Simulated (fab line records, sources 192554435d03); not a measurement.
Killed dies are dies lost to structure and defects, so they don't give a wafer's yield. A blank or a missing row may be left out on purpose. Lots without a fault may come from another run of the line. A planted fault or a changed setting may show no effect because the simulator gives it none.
Chamber matching | flow n5_finfet | N5_BEOL_M2_STRIP_66 on rie_diel-05: 4 sister chambers
The step strips in CF4. 16 wafers are shown with their chamber, then 8 later ones without.

WAFERS WITH THEIR CHAMBER
wafer  | chamber | showerhead_plenum_p_Torr (Torr) | throttle_valve_pct (%) | oes_product_au (a.u.)
L081.1 | 2       | 1.86                            | 13.61                  | 0.71
L081.2 | 1       | 1.72                            | 13.74                  | 0.73
L081.5 | 2       | 1.86                            | 13.60                  | 0.71
L087.1 | 2       | 1.85                            | 13.65                  | 0.70
L087.2 | 3       | 1.90                            | 13.38                  | 0.87
L087.6 | 2       | 1.85                            | 13.65                  | 0.70
L088.2 | 3       | 1.90                            | 13.37                  | 0.87
L088.5 | 3       | 1.90                            | 13.37                  | 0.87
L088.6 | 2       | 1.85                            | 13.65                  | 0.70
L090.2 | 0       | 1.82                            | 13.34                  | 0.78
L090.3 | 2       | 1.85                            | 13.65                  | 0.69
L090.4 | 3       | 1.89                            | 13.37                  | 0.85
L092.2 | 2       | 1.85                            | 13.65                  | 0.69
L092.5 | 1       | 1.72                            | 13.80                  | 0.72
L092.6 | 2       | 1.85                            | 13.67                  | 0.69
L093.1 | 3       | 1.89                            | 13.38                  | 0.86

SIGNATURES (means of the wafers above)
reading                  | chamber 0 | chamber 1 | chamber 2 | chamber 3 | scatter within a chamber
showerhead_plenum_p_Torr | 1.8200    | 1.7200    | 1.8525    | 1.8960    | 0.00474
throttle_valve_pct       | 13.3400   | 13.7700   | 13.6412   | 13.3740   | 0.022
oes_product_au           | 0.7800    | 0.7250    | 0.6987    | 0.8640    | 0.00845
Rule: a wafer's distance from a chamber is the root of the sum, over the readings, of the square of ((its reading less the chamber's mean) divided by the reading's scatter). The wafer belongs to the nearest chamber; if the next one is less than 2 further off, it can't be placed. The scatter: the root of (the sum of the squares of (reading less its chamber's mean) over the shown wafers, divided by (wafers less chambers)).

WAFERS WITHOUT THEIR CHAMBER
wafer  | showerhead_plenum_p_Torr (Torr) | throttle_valve_pct (%) | oes_product_au (a.u.)
L093.2 | 1.85                            | 13.64                  | 0.69
L093.3 | 1.82                            | 13.34                  | 0.76
L095.2 | 1.82                            | 13.34                  | 0.78
L095.4 | 1.85                            | 13.67                  | 0.69
L095.5 | 1.89                            | 13.39                  | 0.84
L096.1 | 1.85                            | 13.67                  | 0.69
L096.2 | 1.89                            | 13.39                  | 0.84
L096.4 | 1.82                            | 13.35                  | 0.77

WHICH CHAMBER EACH WENT THROUGH
wafer  | from the rows above | in truth
L093.2 | 2                   | 2
L093.3 | 0                   | 0
L095.2 | 0                   | 0
L095.4 | 2                   | 2
L095.5 | 3                   | 3
L096.1 | 2                   | 2
L096.2 | 3                   | 3
L096.4 | 0                   | 0
Placed correctly: 8 of 8. Can't be placed from these rows: 0. Placed wrongly: 0.
